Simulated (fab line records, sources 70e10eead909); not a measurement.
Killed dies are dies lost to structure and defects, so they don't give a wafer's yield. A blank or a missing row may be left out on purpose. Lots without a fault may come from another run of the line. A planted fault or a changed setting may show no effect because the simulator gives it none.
Which tool did it? | flow nand_harc | 13 lots, 36 wafers sampled, at 5 steps of a route of 1159

WHAT THE GAUGES READ, wafer by wafer
NHARC_END_SORT_01.
lot  | measured     | on        | killed_at_array | killed_at_other | killed_at_periphery | killed_dies | killed_open | killed_short
L983 | day 20 12:47 | prober-01 | 25 18 23        | 0 0 0           | 5 7 6               | 30 25 29    | 4 2 0       | 3 2 3
L987 | day 21 01:45 | prober-01 | 16 16           | 2 0             | 3 4                 | 21 20       | 0 2         | 2 2
L989 | day 21 17:14 | prober-01 | 22 30           | 0 3             | 2 3                 | 24 36       | 3 3         | 0 3
L992 | day 23 11:47 | prober-02 | 40              | 1               | 4                   | 45          | 4           | 1
L999 | day 24 09:38 | prober-02 | 29 25 28        | 0 0 1           | 4 0 2               | 33 25 31    | 5 3 3       | 4 0 2
L998 | day 24 01:55 | prober-02 | 29 32 36        | 1 1 0           | 0 2 4               | 30 35 40    | 3 2 4       | 1 4 2

WHICH TOOL RAN EACH LOT (tool, then ch and the chambers of the sampled wafers, then the start)
lot  | NHARC_A_SLIT_ETCH_26             | NHARC_A_SLIT_STRIP_18                         | NHARC_A_WL_FILL_ETCHBACK_26      | NHARC_A_WL_FILL_CMP_12
L985 | har_etch-01 ch 0,1, day 15 02:02 | rie_diel-13 ch 2,3, day 16 07:34 or earlier   | rie_si-02 ch 0,1,3, day 16 07:34 | cmp-01 ch 2,3, day 16 14:57
L984 | har_etch-02 ch 0,1, day 15 02:56 | rie_diel-13 ch 0,1,3, day 16 07:32 or earlier | rie_si-05 ch 0,2,3, day 16 07:32 | cmp-04 ch 1,2,3, day 16 14:24
L983 | har_etch-01 ch 0,1, day 15 17:13 | rie_diel-12 ch 2,3, day 16 23:02 or earlier   | rie_si-02 ch 1,2,3, day 16 23:02 | cmp-01 ch 0,3, day 17 10:43
L991 | har_etch-02 ch 0,1, day 16 09:53 | rie_diel-09 ch 0,1,2, day 17 14:46 or earlier | rie_si-05 ch 0,1,3, day 17 14:46 | cmp-01 ch 0,3, day 17 20:14
L987 | har_etch-01 ch 0,1, day 16 11:14 | rie_diel-12 ch 1,2, day 17 19:47 or earlier   | rie_si-05 ch 0,3, day 17 19:47   | cmp-04 ch 0,3, day 18 02:08
L989 | har_etch-01 ch 0,1, day 16 18:44 | rie_diel-09 ch 1,3, day 18 05:05 or earlier   | rie_si-05 ch 0,3, day 18 05:05   | cmp-02 ch 1,3, day 18 10:40
L992 | har_etch-02 ch 0,1, day 18 04:50 | rie_diel-09 ch 1,3, day 19 10:40 or earlier   | rie_si-05 ch 0,1, day 19 10:40   | cmp-01 ch 0,2, day 19 16:11
L999 | har_etch-01 ch 0,1, day 18 12:31 | rie_diel-13 ch 0,2,3, day 19 20:14 or earlier | rie_si-02 ch 0,1, day 19 20:14   | cmp-02 ch 0,1,3, day 20 05:56
L998 | har_etch-02 ch 0,1, day 18 14:29 | rie_diel-13 ch 1,2,3, day 19 20:13 or earlier | rie_si-03 ch 0,2,3, day 19 20:13 | cmp-04 ch 0,1,2, day 20 01:46
L996 | har_etch-01 ch 0,1, day 18 16:04 | rie_diel-12 ch 1,3, day 20 01:35 or earlier   | rie_si-02 ch 0,1,2, day 20 01:35 | cmp-02 ch 0,1,2, day 20 14:28
L101 | har_etch-01 ch 0,1, day 19 13:06 | rie_diel-13 ch 1,2,3, day 20 20:01 or earlier | rie_si-02 ch 1,3, day 20 20:01   | cmp-02 ch 1,2,3, day 21 04:47
L103 | har_etch-01 ch 0,1, day 19 14:45 | rie_diel-09 ch 1,2,3, day 20 23:10 or earlier | rie_si-02 ch 0,1,3, day 20 23:10 | cmp-01 ch 2,3, day 21 14:16
L104 | har_etch-02 ch 0,1, day 20 08:07 | rie_diel-12 ch 1,3, day 21 12:43 or earlier   | rie_si-03 ch 0,2, day 21 12:43   | cmp-02 ch 1,2,3, day 21 21:59
- NHARC_A_SLIT_ETCH_26: etches the open film in C4F8/O2/Ar, time 90 s, target depth 400 nm.
- NHARC_A_SLIT_STRIP_18: strips in O2.
- NHARC_A_WL_FILL_ETCHBACK_26: etches the open film in HBr, target depth 52 nm, time 13.3 s.
- NHARC_A_WL_FILL_CMP_12: polishes, t overpolish 30 s, target thk 75 nm.

WHAT THE TOOLS THEMSELVES READ (means of the sampled wafers that have a number; where no wafer has one, the mark that the record gives instead)
NHARC_A_SLIT_ETCH_26.
lot  | tool        | drypump_motor_current_A (A) | esc_clamp_current_uA | showerhead_plenum_p_Torr (Torr) | throttle_valve_pct (%)
L985 | har_etch-01 | 5.8                         | 0.0211               | 3.80                            | 27.617
L984 | har_etch-02 | 5.7                         | 0.0217               | 3.76                            | 27.617
L983 | har_etch-01 | 6.2                         | 0.0214               | 3.76                            | 27.612
L991 | har_etch-02 | 5.6                         | 0.0217               | 3.64                            | 27.621
L987 | har_etch-01 | 6.0                         | 0.0212               | 3.78                            | 27.620
L989 | har_etch-01 | 6.0                         | 0.0212               | 3.77                            | 27.624
L992 | har_etch-02 | 5.7                         | 0.0217               | 3.68                            | 27.623
L999 | har_etch-01 | 5.9                         | 0.0211               | 3.78                            | 27.620
L998 | har_etch-02 | 5.6                         | 0.0218               | 3.62                            | 27.626
L996 | har_etch-01 | 5.8                         | 0.0210               | 3.78                            | 27.607
L101 | har_etch-01 | 6.2                         | 0.0215               | 3.74                            | 27.617
L103 | har_etch-01 | 5.9                         | 0.0211               | 3.78                            | 27.633
L104 | har_etch-02 | 5.7                         | 0.0218               | 3.73                            | 27.622

NHARC_A_SLIT_STRIP_18.
lot  | tool        | drypump_motor_current_A (A) | oes_product_au (a.u.) | rf_vpp_V (V) | showerhead_plenum_p_Torr (Torr) | throttle_valve_pct (%)
L985 | rie_diel-13 | 5.63                        | 1.009                 | 58.0         | 3.60                            | 17.036
L984 | rie_diel-13 | 5.83                        | 1.011                 | 57.1         | 3.53                            | 17.038
L983 | rie_diel-12 | 5.78                        | 1.009                 | 57.9         | 3.61                            | 17.042
L991 | rie_diel-09 | 5.78                        | 0.997                 | 57.3         | 3.55                            | 17.038
L987 | rie_diel-12 | 6.17                        | 1.012                 | 57.0         | 3.42                            | 17.039
L989 | rie_diel-09 | 5.80                        | 0.998                 | 57.9         | 3.62                            | 17.029
L992 | rie_diel-09 | 5.79                        | 1.008                 | 57.3         | 3.62                            | 17.035
L999 | rie_diel-13 | 5.77                        | 0.998                 | 57.7         | 3.58                            | 17.033
L998 | rie_diel-13 | 5.70                        | 1.008                 | 57.5         | 3.54                            | 17.032
L996 | rie_diel-12 | 6.02                        | 0.992                 | 57.7         | 3.44                            | 17.039
L101 | rie_diel-13 | 5.68                        | 1.005                 | 57.8         | 3.54                            | 17.026
L103 | rie_diel-09 | 5.89                        | 1.002                 | 57.4         | 3.64                            | 17.041
L104 | rie_diel-12 | 5.80                        | 1.012                 | 58.3         | 3.55                            | 17.040

NHARC_A_WL_FILL_ETCHBACK_26.
lot  | tool      | drypump_motor_current_A (A) | hbr_flow_sccm (sccm) | oes_product_au (a.u.) | throttle_valve_pct (%)
L985 | rie_si-02 | 5.6                         | 149.5                | 1.012                 | 23.270
L984 | rie_si-05 | 6.1                         | 149.6                | 1.000                 | 23.259
L983 | rie_si-02 | 6.0                         | 150.0                | 1.011                 | 23.264
L991 | rie_si-05 | 6.1                         | 150.0                | 0.992                 | 23.268
L987 | rie_si-05 | 6.1                         | 149.9                | 0.941                 | 23.276
L989 | rie_si-05 | 6.2                         | 149.7                | 0.937                 | 23.262
L992 | rie_si-05 | 6.0                         | 150.1                | 0.953                 | 23.268
L999 | rie_si-02 | 5.5                         | 150.0                | 1.012                 | 23.262
L998 | rie_si-03 | 5.6                         | 149.6                | 0.995                 | 23.265
L996 | rie_si-02 | 5.9                         | 150.4                | 1.023                 | 23.265
L101 | rie_si-02 | 5.9                         | 149.8                | 1.014                 | 23.265
L103 | rie_si-02 | 5.6                         | 150.1                | 1.006                 | 23.263
L104 | rie_si-03 | 5.2                         | 150.5                | 0.988                 | 23.275

NHARC_A_WL_FILL_CMP_12.
lot  | tool   | motor_current_A (A) | overpolish_run_s (s) | time_to_endpoint_s (s)
L985 | cmp-01 | 11.5                | 30.004               | 9.4
L984 | cmp-04 | 12.9                | 30.004               | 10.6
L983 | cmp-01 | 10.7                | 29.999               | 12.2
L991 | cmp-01 | 10.6                | 30.002               | 16.6
L987 | cmp-04 | 11.2                | 30.001               | 10.7
L989 | cmp-02 | 12.8                | 30.007               | 15.5
L992 | cmp-01 | 11.4                | 30.013               | 14.9
L999 | cmp-02 | 12.3                | 30.003               | 15.4
L998 | cmp-04 | 12.7                | 30.002               | 12.7
L996 | cmp-02 | 12.2                | 30.006               | 11.5
L101 | cmp-02 | 12.5                | 29.993               | 14.1
L103 | cmp-01 | 11.1                | 30.005               | 11.1
L104 | cmp-02 | 12.6                | 30.005               | 16.6

THE ANSWER, worked out from the rows above alone
Rule: what is usual is taken from the lots themselves. Put in order of their means at a reading, lots are off if they are a third of the lots or fewer, leave a main group of 4 or more, and stand apart from it by a gap of 3 or more times the standard deviation of the main group's means; of several such gaps the widest counts. A main group whose means are all the same, to the digits that the tables above print for the reading, isn't used. A lot without any number at a reading at which 4 lots or more have one is off too. The other lots that the step has rows for count as sound. The gauges are gone through in route order, then the tools' own readings, and for those a lot's mean is taken as printed above. The first step at which some lot is off is used, and at that step the reading that is off furthest; a lot without a number counts as furthest.
Off: L987, L989, L992, at NHARC_A_WL_FILL_ETCHBACK_26 (oes_product_au). The main group: mean 1.005 a.u., standard deviation 0.011.
A tool fits if, at that step or a process step before it, it ran every lot that is off, and no sound lot after the first of them. NHARC_A_SLIT_STRIP_18 gives no start for some lots, so the hours and the order of its lots are those of NHARC_A_WL_FILL_ETCHBACK_26. One fits: rie_si-05 at NHARC_A_WL_FILL_ETCHBACK_26. Its last sound lot is L991 (day 17 14:46), its first lot that is off L987 (day 17 19:47): a fault that began between those two fits.
The tool's own readings at NHARC_A_WL_FILL_ETCHBACK_26 bear it out: on the lots that are off they differ by more than 5 times the standard deviation of the sound lots' means. oes_product_au reads 0.944 a.u. there against 1.005 a.u. on the sound lots.

WHAT THE SIMULATOR HAD PUT IN
Process parameter drift: rie_si-05, from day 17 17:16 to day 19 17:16, at NHARC_A_WL_FILL_ETCHBACK_26. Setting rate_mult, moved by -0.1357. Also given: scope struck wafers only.
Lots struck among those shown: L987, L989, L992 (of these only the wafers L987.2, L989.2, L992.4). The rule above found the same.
